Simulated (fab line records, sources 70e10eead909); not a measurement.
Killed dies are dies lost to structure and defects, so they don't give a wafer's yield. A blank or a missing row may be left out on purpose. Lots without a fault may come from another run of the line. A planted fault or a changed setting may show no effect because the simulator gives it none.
fab line records | flow nand_harc
record lots=12 wafers=36 last_day=24
route steps=1159 shown A_BONDPAD@1073 END@1159
lots that met no fault: from a run of the same line without faults
start_h: hours from the record's first day to the start of the lot's first wafer shown | wait_h: hours since the lot's step before | " the same as in the row above | L1.1+2: a row that stands for several wafers | - no value, or no start given | * or withheld: withheld | < > ~ a bound
route shown NAME@n: a module of which the file shows steps, and the number in the route of the first | usual: mean/standard deviation of fault-free wafers | same: alike in all rows | chamber/n: place in a boat | sites: the reading at each site | _std_site: their standard deviation | _edge_site: outer sites' mean less inner sites' | radius_mm: how far each site lies from the wafer's centre | mask NAME#n: copy n | behind: the tool/chamber that last shaped the wafer | hold: why the lot was held/for how many hours/how that ended | device: the transistor (n, p or np) that didn't switch | end of line: the same wafers' tests at the end of the route | a step without rows: its recipe alone | killed: dies lost to structure and defects at the first sort, not the wafer's yield | map: a wafer's dies, x killed, . not, _ none there
set.NAME: the setting as run; set.NAME@STEP: as run at that earlier step | model.NAME: the simulator's own value behind a step, which no gauge read
steps of the route over a sample of lots; a table a step, a row a wafer
services: from which hour (start_h, from the record's first day; less than 0 if before it) a tool's chamber was out of use, for how many hours, and why
## steps
# step NHARC_A_BONDPAD_OVL_MEAS_35
# usual overlay_x_nm=0/5.8 overlay_y_nm=2/6.4
# columns lot.wafer tool chamber start_h wait_h overlay_x_nm overlay_y_nm
L412.2 overlay-01 - 412.70 - -6 14
L412.3 " - " " -6 14
L412.4 " - " " -7 13
L411.1 overlay-01 - 413.68 - -5 6
L411.5 " - " " -5 6
L411.6 " - " " -5 5
L413.1 overlay-01 - 414.69 - -3 -1
L413.2 " - " " -3 -1
L413.4 " - " " -3 -2
L414.2 overlay-01 - 429.83 - -1 6
L414.3 " - " " -1 6
L414.5 " - " " -2 6
L417.1 overlay-01 - 438.09 - 4 1
L417.2 " - " " 4 1
L417.6 " - " " 4 1
L420.2 overlay-01 - 458.62 - 6 -8
L420.5 " - " " 7 -8
L420.6 " - " " 6 -7
L426.2 overlay-01 - 485.45 - 6 -4
L426.3 " - " " 6 -4
L426.6 " - " " 7 -3
L427.1 overlay-02 - 505.55 - 2 1
L427.3 " - " " 2 2
L427.5 " - " " 1 1
L431.1 overlay-02 - 514.50 - -1 6
L431.4 " - " " 0 6
L431.6 " - " " -1 5
L430.1 overlay-01 - 515.61 - -5 -3
L430.5 " - " " -5 -3
L430.6 " - " " -5 -3
L432.2 overlay-02 - 533.92 - 1 10
L432.3 " - " " 1 10
L432.6 " - " " 1 10
L433.3 overlay-01 - 544.98 - -10 -5
L433.4 " - " " -10 -4
L433.6 " - " " -10 -5
# step NHARC_A_BONDPAD_ETCH_12
# recipe target_depth_a=2200 time_s=110 chf3_flow_sccm=50 o2_flow_sccm=10 ar_flow_sccm=200 rf_w=500 bias_w=200 chemistry=CHF3/O2
# usual drypump_motor_current_A=5.7/0.48 oes_product_au=0.943/0.023 rf_vpp_V=370.2/2.3 showerhead_plenum_p_Torr=2.38/0.1 throttle_valve_pct=20.572/0.0089
# columns lot.wafer tool chamber start_h wait_h drypump_motor_current_A oes_product_au rf_hours_counter_h rf_vpp_V showerhead_plenum_p_Torr throttle_valve_pct
L412.3 rie_diel-06 3 - - 5.7 0.904 62 372.0 2.50 20.562
L412.2 " 0 " " 5.4 0.929 65 366.1 2.22 20.572
L412.4 " 1 " " 6.1 0.921 62 370.4 2.39 20.575
L411.1 rie_diel-09 1 - - 6.3 0.962 6 370.3 2.44 20.583
L411.5 " 0 " " 6.5 0.988 - 372.4 2.39 20.561
L411.6 " 1 " " 6.3 0.964 - 370.7 2.44 20.573
L413.1 rie_diel-11 2 - - 5.2 0.929 8 369.7 2.36 20.574
L413.4 " 3 " " 5.1 0.933 9 368.6 2.28 20.554
L413.2 " 0 " " 5.6 0.929 9 366.2 2.23 20.561
L414.3 rie_diel-09 0 - - 6.5 0.923 6 371.8 2.39 20.570
L414.2 " 2 " " 5.5 0.972 6 374.0 2.58 20.573
L414.5 " 0 " " 6.5 0.922 - 369.8 2.39 20.561
L417.1 rie_diel-06 1 - - 6.1 0.947 6 370.0 2.38 20.572
L417.2 " 2 " " 6.1 0.966 3 367.5 2.29 20.573
L417.6 " 2 " " 6.1 0.956 - 370.1 2.29 20.573
L420.2 rie_diel-09 1 - - 6.3 0.956 1 372.3 2.44 20.552
L420.5 " 1 " " 6.3 0.959 - 371.4 2.44 20.578
L420.6 " 2 " " 5.5 0.973 - 374.9 2.58 20.559
L426.3 rie_diel-09 2 - - 5.5 0.966 1 374.5 2.58 20.566
L426.2 " 0 " " 6.5 0.977 1 370.1 2.38 20.582
L426.6 " 1 " " 6.3 0.945 - 371.8 2.44 20.556
L427.1 rie_diel-09 2 - - 5.5 0.966 2 374.7 2.58 20.573
L427.3 " 3 " " 5.2 1.005 2 369.1 2.35 20.577
L427.5 " 2 " " 5.5 0.966 - 374.6 2.58 20.585
L431.4 rie_diel-11 3 - - 5.1 0.916 25 367.7 2.27 20.563
L431.1 " 2 " " 5.2 0.925 25 368.1 2.35 20.569
L431.6 " 3 " " 5.1 0.928 - 368.8 2.27 20.568
L430.1 rie_diel-11 3 - - 5.1 0.924 25 369.0 2.27 20.570
L430.5 " 2 " " 5.2 0.931 - 369.7 2.35 20.551
L430.6 " 3 " " 5.1 0.922 - 366.8 2.27 20.577
L432.2 rie_diel-11 2 - - 5.2 0.945 30 371.2 2.35 20.577
L432.3 " 0 " " 5.6 0.934 28 367.1 2.22 20.583
L432.6 " 3 " " 5.1 0.941 - 366.6 2.27 20.577
L433.4 rie_diel-09 3 - - 5.3 0.945 3 370.0 2.35 20.578
L433.3 " 1 " " 6.3 0.924 4 372.4 2.44 20.582
L433.6 " 2 " " 5.4 0.928 - 373.8 2.58 20.574
# step NHARC_A_BONDPAD_CD_MEAS_13
# usual cd_nm=500.6/2.6
# columns lot.wafer tool chamber start_h wait_h cd_nm
L412.2 cd_sem-01 - 413.14 - 502.1
L412.3 " - " " 502.0
L412.4 " - " " 496.3
L411.1 cd_sem-01 - 414.12 - 504.4
L411.5 " - " " 502.0
L411.6 " - " " 502.7
L413.1 cd_sem-02 - 415.13 - 504.2
L413.2 " - " " 500.8
L413.4 " - " " 496.7
L414.2 cd_sem-02 - 430.27 - 501.0
L414.3 " - " " 502.7
L414.5 " - " " 503.9
L417.1 cd_sem-03 - 438.59 - 502.9
L417.2 " - " " 505.5
L417.6 " - " " 499.6
L420.2 cd_sem-01 - 459.06 - 503.3
L420.5 " - " " 500.7
L420.6 " - " " 500.9
L426.2 cd_sem-01 - 485.89 - 496.8
L426.3 " - " " 499.9
L426.6 " - " " 494.7
L427.1 cd_sem-01 - 505.99 - 501.1
L427.3 " - " " 498.9
L427.5 " - " " 498.9
L431.1 cd_sem-02 - 514.94 - 498.5
L431.4 " - " " 499.9
L431.6 " - " " 500.6
L430.1 cd_sem-02 - 516.05 - 500.2
L430.5 " - " " 502.8
L430.6 " - " " 500.7
L432.2 cd_sem-03 - 534.39 - 501.9
L432.3 " - " " 499.0
L432.6 " - " " 500.5
L433.3 cd_sem-02 - 545.42 - 497.2
L433.4 " - " " 500.7
L433.6 " - " " 502.4
# step NHARC_A_BONDPAD_ECD_18
# recipe target_thk_a=4000 bath_temp_c=25 material=Cu
# columns lot.wafer tool chamber start_h wait_h
L412.2+4+3 ecd_cu-02 0,0,1 414.15 -
L411.1+5+6 ecd_cu-01 0,0,1 415.10 -
L413.1+2+4 ecd_cu-01 0,1,1 416.11 -
L414.2+3+5 ecd_cu-01 1,1,0 431.25 -
L417.2+1+6 ecd_cu-01 1,0,0 439.92 -
L420.2+6+5 ecd_cu-02 0,0,1 460.35 -
L426.2+3+6 ecd_cu-02 0,1,1 486.87 -
L427.1+3+5 ecd_cu-02 1,0,1 506.97 -
L431.1+4+6 ecd_cu-01 0,0,1 517.20 -
L430.1+6+5 ecd_cu-02 1,0,1 517.98 -
L432.2+3+6 ecd_cu-01 0,0,1 535.43 -
L433.3+4+6 ecd_cu-01 1,0,0 546.51 -
# step NHARC_END_SORT_01
# recipe temp_c=25
# usual defect_limited_yield=96.0/1.3 killed_at_array=24/8.4 killed_at_other=0.7/1.1 killed_at_periphery=2.9/1.7 killed_dies=27/8.6 killed_open=3.3/1.8 killed_short=1.8/1.4 sort_bin_2_pct=1.3/0.56 sort_bin_3_pct=0.19/0.18 sort_bin_4_pct=2.6/0.84 sort_n_pass=650/8.6 sort_rim_yield_pct=96.1/2.3 sort_yield_pct=96.0/1.3
# same gross_dies=677 sort_bin_5_pct[%]=0 sort_bin_6_pct[%]=0 sort_bin_7_pct[%]=0 sort_bin_8_pct[%]=0 sort_rim_n_gross=106.00
# columns lot.wafer tool chamber start_h wait_h hold defect_limited_yield[%] killed_at_array killed_at_other killed_at_periphery killed_dies killed_open killed_short sort_bin_2_pct[%] sort_bin_3_pct[%] sort_bin_4_pct[%] sort_n_pass sort_rim_yield_pct[%] sort_yield_pct[%]
L411.1 prober-01 0 455.42 2.5 - 96.2 23 0 3 26 4 0 1.3 0.15 2.4 651 90.6 96.2
L411.5 prober-01 0 458.58 3.7 - 95.6 29 0 1 30 4 2 0.7 0.30 3.4 647 96.2 95.6
L411.6 prober-01 0 459.37 3.9 - 97.8 14 0 1 15 1 1 0.6 0 1.6 662 95.3 97.8
L412.2 prober-02 0 458.92 2.8 - 95.4 25 0 6 31 5 0 0.9 0.15 3.5 646 92.5 95.4
L412.3 prober-02 0 459.72 3.1 - 94.5 34 2 1 37 2 5 1.2 0.74 3.5 640 97.2 94.5
L412.4 prober-02 0 460.52 3.4 - 96.2 24 0 2 26 4 1 1.2 0.30 2.4 651 91.5 96.2
L413.1 prober-01 0 463.16 2.5 - 97.8 13 1 1 15 1 3 0.4 0 1.8 662 98.1 97.8
L413.2 prober-01 0 463.96 2.8 - 97.3 17 0 1 18 6 2 1.2 0 1.5 659 96.2 97.3
L413.4 prober-01 0 465.57 3.4 - 97.2 16 0 3 19 5 3 0.7 0.15 1.9 658 96.2 97.2
L414.2 prober-01 0 471.78 2.8 - 95.9 24 1 3 28 3 2 1.3 0.30 2.5 649 99.1 95.9
L414.3 prober-01 0 472.58 3.1 - 96.8 20 0 2 22 2 1 0.6 0.15 2.5 655 94.3 96.8
L414.5 prober-01 0 474.18 3.7 - 96.0 23 1 3 27 2 1 1.3 0.30 2.4 650 98.1 96.0
L417.1 prober-02 0 480.44 2.5 await_dispo/1.3h/release 61.6 259 0 1 260 1 2 13.0 2.81 22.6 417 61.3 61.6
L417.2 prober-02 0 481.25 2.8 await_dispo/1.3h/release 94.8 32 0 3 35 4 1 2.5 0.30 2.4 642 94.3 94.8
L417.6 prober-02 0 484.45 4.0 await_dispo/1.3h/release 61.2 258 1 4 263 2 1 12.7 2.36 23.8 414 64.2 61.2
L420.2 prober-01 0 489.64 2.8 - 95.9 27 0 1 28 4 4 1.2 0.15 2.8 649 98.1 95.9
L420.5 prober-01 0 492.06 3.7 - 95.0 28 0 6 34 1 2 2.2 0.44 2.4 643 94.3 95.0
L420.6 prober-01 0 492.86 4.0 - 94.7 34 0 2 36 6 0 1.9 0.15 3.2 641 98.1 94.7
L426.2 prober-02 0 516.51 2.8 - 97.3 12 0 6 18 3 4 1.0 0 1.6 659 97.2 97.3
L426.3 prober-02 0 517.30 3.1 - 97.5 16 0 1 17 8 1 0.4 0 2.1 660 99.1 97.5
L426.6 prober-02 0 519.67 3.9 - 97.5 13 0 4 17 3 0 1.3 0 1.2 660 95.3 97.5
L427.1 prober-02 0 538.34 2.5 - 95.4 29 0 2 31 5 0 1.5 0.44 2.7 646 96.2 95.4
L427.3 prober-02 0 539.94 3.1 - 94.2 37 0 2 39 7 0 2.2 0.15 3.4 638 95.3 94.2
L427.5 prober-02 0 541.55 3.7 - 94.2 37 1 1 39 2 1 2.2 0.15 3.4 638 100.0 94.2
L431.1 prober-02 0 549.33 2.5 - 94.7 31 1 4 36 4 2 2.1 0.15 3.1 641 94.3 94.7
L431.4 prober-02 0 551.75 3.4 - 94.1 36 0 4 40 2 3 1.3 0.44 4.1 637 95.3 94.1
L431.6 prober-02 0 553.35 4.0 - 93.5 39 0 5 44 7 4 3.0 0.30 3.2 633 91.5 93.5
L430.1 prober-01 0 549.41 2.6 - 95.7 24 0 5 29 1 2 1.9 0.15 2.2 648 95.3 95.7
L430.5 prober-01 0 552.61 3.7 - 94.5 34 1 2 37 3 2 1.8 0.74 3.0 640 98.1 94.5
L430.6 prober-01 0 553.42 4.0 - 96.3 21 0 4 25 4 0 1.2 0 2.5 652 90.6 96.3
L432.2 prober-01 0 568.07 2.8 - 95.1 31 0 2 33 4 3 0.9 0.44 3.5 644 99.1 95.1
L432.3 prober-01 0 568.87 3.1 - 97.5 15 0 2 17 3 0 1.2 0 1.3 660 95.3 97.5
L432.6 prober-01 0 571.26 4.0 - 96.8 21 0 1 22 1 4 0.6 0 2.7 655 99.1 96.8
L433.3 prober-01 0 576.64 3.1 - 97.0 17 0 3 20 3 3 1.2 0 1.8 657 100.0 97.0
L433.4 prober-01 0 577.44 3.4 - 97.0 13 0 7 20 3 4 0.7 0.15 2.1 657 96.2 97.0
L433.6 prober-01 0 579.02 4.0 - 97.8 12 0 3 15 3 2 0.4 0.15 1.6 662 97.2 97.8
# killed by level:class
L411.1 A_SLIT:chamber_film_flake=12 A_CONTACT:chamber_film_flake=4 A_WL_FILL:geometric_particle:open=2 P_STI:chamber_film_flake=2 A_STAIRCASE:chamber_film_flake=2 A_STAIRCASE:geometric_particle:open=1 A_M0:geometric_particle:open=1 P_GATE:chamber_film_flake=1
L411.5 A_SLIT:chamber_film_flake=16 A_STAIRCASE:chamber_film_flake=3 A_CONTACT:chamber_film_flake=3 A_ONON_D1:geometric_particle:open=1 A_SGD_CUT:geometric_particle:short=1 A_WL_FILL:geometric_particle:short=1 A_CONTACT:geometric_particle:open=1 A_BLC:geometric_particle:open=1
L412.2 A_CHANNEL_HOLE_D1:chamber_film_flake=7 A_CONTACT:chamber_film_flake=7 A_STAIRCASE:chamber_film_flake=6 A_CONTACT:geometric_particle:open=2 P_STI:chamber_film_flake=2 A_ZERO_WELL:chamber_film_flake=2 P_STI:geometric_particle:open=1 P_GATE:geometric_particle:open=1
L411.6 A_SLIT:chamber_film_flake=5 A_CHANNEL_HOLE_D1:chamber_film_flake=3 A_CONTACT:chamber_film_flake=3 A_ONON_D1:geometric_particle:short=1 A_BLC:geometric_particle:open=1 P_STI:chamber_film_flake=1 A_STAIRCASE:chamber_film_flake=1
L412.3 A_CHANNEL_HOLE_D1:chamber_film_flake=12 A_STAIRCASE:chamber_film_flake=8 A_CONTACT:chamber_film_flake=6 A_ONON_D1:geometric_particle:short=2 A_SLIT:chamber_film_flake=2 P_STI:geometric_particle:open=1 A_WL_FILL:geometric_particle:short=1 A_CONTACT:geometric_particle:short=1
L412.4 A_STAIRCASE:chamber_film_flake=8 A_CHANNEL_HOLE_D1:chamber_film_flake=7 A_SLIT:chamber_film_flake=3 P_M0:geometric_particle:open=2 A_ZERO_WELL:chamber_film_flake=2 A_STAIRCASE:geometric_particle:short=1 A_WL_FILL:geometric_particle:open=1 A_CONTACT:geometric_particle:open=1
L413.1 A_SGD_CUT:chamber_film_flake=4 A_M0:geometric_particle:short=2 A_M0:chamber_film_flake=2 A_CHANNEL_FILL_D1:geometric_particle:open=1 A_BLC:geometric_particle:short=1 P_ZERO_WELL:chamber_film_flake=1 A_CHANNEL_FILL_D1:chamber_film_flake=1 A_STAIRCASE:chamber_film_flake=1
L413.2 A_SGD_CUT:chamber_film_flake=4 A_CONTACT:geometric_particle:open=3 A_CONTACT:chamber_film_flake=3 A_BLC:geometric_particle:short=2 P_GATE:geometric_particle:open=1 A_WL_FILL:geometric_particle:open=1 A_M0:geometric_particle:open=1 A_CHANNEL_FILL_D1:chamber_film_flake=1
L413.4 A_CONTACT:chamber_film_flake=4 A_STAIRCASE:chamber_film_flake=3 A_BLC:geometric_particle:open=2 P_STI:geometric_particle:open=1 P_M1:geometric_particle:short=1 P_M1:geometric_particle:open=1 A_CHANNEL_FILL_D1:geometric_particle:short=1 A_CHANNEL_FILL_D1:geometric_particle:open=1
L414.2 A_SLIT:chamber_film_flake=11 A_BLC:chamber_film_flake=4 P_M0:chamber_film_flake=2 A_CHANNEL_HOLE_D1:chamber_film_flake=2 A_STAIRCASE:chamber_film_flake=2 P_CONTACT:geometric_particle:open=1 A_ONON_D1:geometric_particle:short=1 A_SGD_CUT:geometric_particle:short=1
L414.3 A_BLC:chamber_film_flake=6 A_SLIT:chamber_film_flake=5 A_CHANNEL_HOLE_D1:chamber_film_flake=2 A_CONTACT:chamber_film_flake=2 A_CHANNEL_FILL_D1:geometric_particle:short=1 A_CONTACT:geometric_particle:open=1 A_M0:geometric_particle:open=1 P_ZERO_WELL:chamber_film_flake=1
L414.5 A_SLIT:chamber_film_flake=12 A_BLC:chamber_film_flake=4 A_CHANNEL_HOLE_D1:chamber_film_flake=3 A_CONTACT:chamber_film_flake=2 P_CONTACT:geometric_particle:open=1 P_M0:geometric_particle:short=1 A_CONTACT:geometric_particle:open=1 P_ZERO_WELL:chamber_film_flake=1
L417.1 A_BONDPAD:unspecified=240 A_CHANNEL_HOLE_D1:chamber_film_flake=14 P_M1:geometric_particle:short=1 A_WL_FILL:geometric_particle:open=1 A_WL_FILL:geometric_particle:short=1 A_STAIRCASE:chamber_film_flake=1 A_WL_FILL:chamber_film_flake=1 A_CONTACT:chamber_film_flake=1
L417.2 A_CHANNEL_HOLE_D1:chamber_film_flake=23 A_CONTACT:chamber_film_flake=4 P_M0:geometric_particle:open=2 A_CONTACT:geometric_particle:open=2 A_STAIRCASE:chamber_film_flake=2 A_CONTACT:geometric_particle:short=1 P_ZERO_WELL:chamber_film_flake=1
L417.6 A_BONDPAD:unspecified=244 A_CHANNEL_HOLE_D1:chamber_film_flake=8 A_CONTACT:chamber_film_flake=3 P_ZERO_WELL:chamber_film_flake=2 P_M2:geometric_particle:open=1 A_ONON_D1:geometric_particle:open=1 A_WL_FILL:geometric_particle:short=1 P_STI:chamber_film_flake=1
L420.2 A_CHANNEL_HOLE_D1:chamber_film_flake=12 A_CONTACT:chamber_film_flake=5 A_CONTACT:geometric_particle:short=2 A_CONTACT:geometric_particle:open=2 A_STAIRCASE:chamber_film_flake=2 P_CONTACT:geometric_particle:open=1 A_CHANNEL_FILL_D1:geometric_particle:short=1 A_WL_FILL:geometric_particle:short=1
L420.5 A_CHANNEL_HOLE_D1:chamber_film_flake=17 A_CONTACT:chamber_film_flake=5 A_STAIRCASE:chamber_film_flake=4 P_M0:geometric_particle:short=2 P_GATE:chamber_film_flake=2 A_WL_FILL:chamber_film_flake=2 P_CONTACT:geometric_particle:open=1 P_STI:chamber_film_flake=1
L420.6 A_CHANNEL_HOLE_D1:chamber_film_flake=21 A_CONTACT:geometric_particle:open=4 A_M0:geometric_particle:open=2 A_STAIRCASE:chamber_film_flake=2 A_WL_FILL:chamber_film_flake=2 A_CONTACT:chamber_film_flake=2 P_STI:chamber_film_flake=1 P_GATE:chamber_film_flake=1
L426.2 P_GATE:chamber_film_flake=3 A_CHANNEL_HOLE_D1:chamber_film_flake=3 A_SOURCE_PLATE:geometric_particle:short=2 A_BLC:geometric_particle:open=2 A_CONTACT:chamber_film_flake=2 P_CONTACT:geometric_particle:short=1 P_M1:geometric_particle:open=1 A_WL_FILL:geometric_particle:short=1
L426.3 A_CHANNEL_HOLE_D1:chamber_film_flake=6 A_CONTACT:geometric_particle:open=4 P_M1:geometric_particle:open=1 A_ONON_D1:geometric_particle:short=1 A_CHANNEL_HOLE_D1:geometric_particle:open=1 A_WL_FILL:geometric_particle:open=1 A_M0:geometric_particle:open=1 A_CHANNEL_FILL_D1:chamber_film_flake=1
L426.6 A_CHANNEL_HOLE_D1:chamber_film_flake=5 P_GATE:chamber_film_flake=4 A_CONTACT:chamber_film_flake=3 A_ONON_D1:geometric_particle:open=1 A_WL_FILL:geometric_particle:open=1 A_CONTACT:geometric_particle:open=1 A_CHANNEL_FILL_D1:chamber_film_flake=1 A_STAIRCASE:chamber_film_flake=1
L427.1 A_SLIT:chamber_film_flake=14 A_STAIRCASE:chamber_film_flake=5 A_CHANNEL_HOLE_D1:chamber_film_flake=3 A_CONTACT:chamber_film_flake=3 P_M0:geometric_particle:open=1 A_ONON_D1:geometric_particle:open=1 A_WL_FILL:geometric_particle:open=1 A_CONTACT:geometric_particle:open=1
L427.3 A_SLIT:chamber_film_flake=21 A_CHANNEL_HOLE_D1:chamber_film_flake=8 A_ONON_D1:geometric_particle:open=3 A_STAIRCASE:chamber_film_flake=2 P_GATE:geometric_particle:open=1 P_M0:geometric_particle:open=1 A_SGD_CUT:geometric_particle:open=1 A_CONTACT:geometric_particle:open=1
L427.5 A_SLIT:chamber_film_flake=20 A_STAIRCASE:chamber_film_flake=5 A_CHANNEL_HOLE_D1:chamber_film_flake=4 A_CONTACT:chamber_film_flake=4 A_CONTACT:geometric_particle:open=1 A_CONTACT:geometric_particle:short=1 A_BLC:geometric_particle:open=1 P_M1:chamber_film_flake=1
L431.1 A_CHANNEL_HOLE_D1:chamber_film_flake=21 A_CONTACT:chamber_film_flake=5 A_CONTACT:geometric_particle:open=2 P_CONTACT:geometric_particle:open=1 P_CONTACT:geometric_particle:short=1 A_CONTACT:geometric_particle:short=1 THIN_TSV:geometric_particle:open=1 P_STI:chamber_film_flake=1
L430.1 A_SLIT:chamber_film_flake=13 A_CHANNEL_HOLE_D1:chamber_film_flake=6 P_M0:chamber_film_flake=2 A_CONTACT:chamber_film_flake=2 P_M1:geometric_particle:short=1 A_SGD_CUT:geometric_particle:short=1 A_BLC:geometric_particle:open=1 P_GATE:chamber_film_flake=1
L431.4 A_CHANNEL_HOLE_D1:chamber_film_flake=24 A_CONTACT:chamber_film_flake=5 A_ZERO_WELL:chamber_film_flake=3 P_STI:chamber_film_flake=2 P_CONTACT:geometric_particle:short=1 P_CONTACT:geometric_particle:open=1 A_ONON_D1:geometric_particle:short=1 A_BLC:geometric_particle:short=1
L430.5 A_SLIT:chamber_film_flake=16 A_CHANNEL_HOLE_D1:chamber_film_flake=8 A_CONTACT:chamber_film_flake=5 A_CONTACT:geometric_particle:open=2 A_STAIRCASE:chamber_film_flake=2 P_M0:geometric_particle:short=1 A_M0:geometric_particle:open=1 STARTING-WAFER:geometric_particle:short=1
L431.6 A_CHANNEL_HOLE_D1:chamber_film_flake=23 A_CONTACT:chamber_film_flake=4 A_CONTACT:geometric_particle:open=3 P_M0:geometric_particle:open=2 P_M2:geometric_particle:short=1 A_CHANNEL_HOLE_D1:geometric_particle:short=1 A_CHANNEL_HOLE_D1:geometric_particle:open=1 A_CHANNEL_FILL_D1:geometric_particle:short=1
L430.6 A_CHANNEL_HOLE_D1:chamber_film_flake=7 A_CONTACT:chamber_film_flake=6 A_SLIT:chamber_film_flake=5 P_M0:chamber_film_flake=2 P_M1:geometric_particle:open=1 A_SGD_CUT:geometric_particle:open=1 A_CONTACT:geometric_particle:open=1 A_BLC:geometric_particle:open=1
L432.2 A_CONTACT:chamber_film_flake=13 A_CHANNEL_HOLE_D1:chamber_film_flake=9 A_WL_FILL:geometric_particle:short=3 A_STAIRCASE:chamber_film_flake=2 A_ONON_D1:geometric_particle:open=1 A_SGD_CUT:geometric_particle:open=1 A_M0:geometric_particle:open=1 A_M1:geometric_particle:open=1
L432.3 A_CHANNEL_HOLE_D1:chamber_film_flake=6 A_CONTACT:chamber_film_flake=4 A_CONTACT:geometric_particle:open=2 P_ZERO_WELL:chamber_film_flake=2 A_STAIRCASE:chamber_film_flake=2 A_CHANNEL_FILL_D1:geometric_particle:open=1
L432.6 A_CHANNEL_HOLE_D1:chamber_film_flake=8 A_CONTACT:chamber_film_flake=7 A_M0:geometric_particle:short=2 A_ONON_D1:geometric_particle:short=1 A_CONTACT:geometric_particle:short=1 A_BLC:geometric_particle:open=1 P_ZERO_WELL:chamber_film_flake=1 A_STAIRCASE:chamber_film_flake=1
L433.3 A_CHANNEL_HOLE_D1:chamber_film_flake=7 A_CONTACT:chamber_film_flake=4 A_ONON_D1:geometric_particle:short=2 P_M2:chamber_film_flake=2 P_STI:geometric_particle:open=1 A_WL_FILL:geometric_particle:short=1 A_CONTACT:geometric_particle:open=1 A_M0:geometric_particle:open=1
L433.4 P_M2:chamber_film_flake=5 A_CONTACT:chamber_film_flake=4 A_CHANNEL_HOLE_D1:chamber_film_flake=3 P_CONTACT:geometric_particle:short=1 P_M2:geometric_particle:open=1 A_ONON_D1:geometric_particle:open=1 A_ONON_D1:geometric_particle:short=1 A_CHANNEL_HOLE_D1:geometric_particle:short=1
L433.6 A_CONTACT:chamber_film_flake=4 P_M2:chamber_film_flake=2 A_CHANNEL_HOLE_D1:chamber_film_flake=2 P_CONTACT:geometric_particle:open=1 A_SOURCE_PLATE:geometric_particle:short=1 A_CHANNEL_FILL_D1:geometric_particle:short=1 A_WL_FILL:geometric_particle:open=1 A_CONTACT:geometric_particle:open=1
## services
# columns tool chamber start_h hours kind
rie_diel-11 2 389.44 2.3 repair
rie_diel-11 1 391.74 9.9 repair
rie_diel-06 1 401.58 7.4 repair
rie_diel-09 0 410.14 - clean
rie_diel-09 1 410.14 - clean
rie_diel-09 2 410.14 - clean
rie_diel-09 3 410.14 - clean
rie_diel-06 - 418.21 9.0 pm
rie_diel-09 - 431.17 9.0 pm
rie_diel-09 0 431.17 9.0 vent_cycle
rie_diel-09 1 431.17 9.0 vent_cycle
rie_diel-09 2 431.17 9.0 vent_cycle
rie_diel-09 3 431.17 9.0 vent_cycle
rie_diel-09 0 440.17 - clean
rie_diel-09 1 440.17 - clean
rie_diel-09 2 440.17 - clean
rie_diel-09 3 440.17 - clean
ecd_cu-01 - 448.10 8.0 pm
rie_diel-09 0 464.67 - clean
rie_diel-06 2 465.01 7.0 repair
rie_diel-11 0 469.31 12.6 repair
rie_diel-06 3 471.49 6.7 repair
ecd_cu-02 - 532.26 8.0 pm
rie_diel-11 - 543.50 9.0 pm
## key
first_sign step=NHARC_END_SORT_01 reading=killed_at_array direction=up sigmas=28 usual=24 struck=258
effect step=NHARC_END_SORT_01 reading=killed_dies direction=up sigmas=27 usual=27 struck=262
more_kills_born_at NHARC_A_BONDPAD_ECD_18@ecd_cu-01=484
met_at NHARC_A_BONDPAD_ECD_18
struck_lots L417
struck_wafers L417.1,L417.6
not_acting_at NHARC_A_BONDPAD_OVL_MEAS_35,NHARC_A_BONDPAD_ETCH_12,NHARC_A_BONDPAD_CD_MEAS_13
onset_between 431.25 439.92
fault kind=chamber_particle_source tool=ecd_cu-01 chamber=0 onset_h=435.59 steps=NHARC_A_BONDPAD_ECD_18 rate_per_visit_cm2=0.52316 end_h=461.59
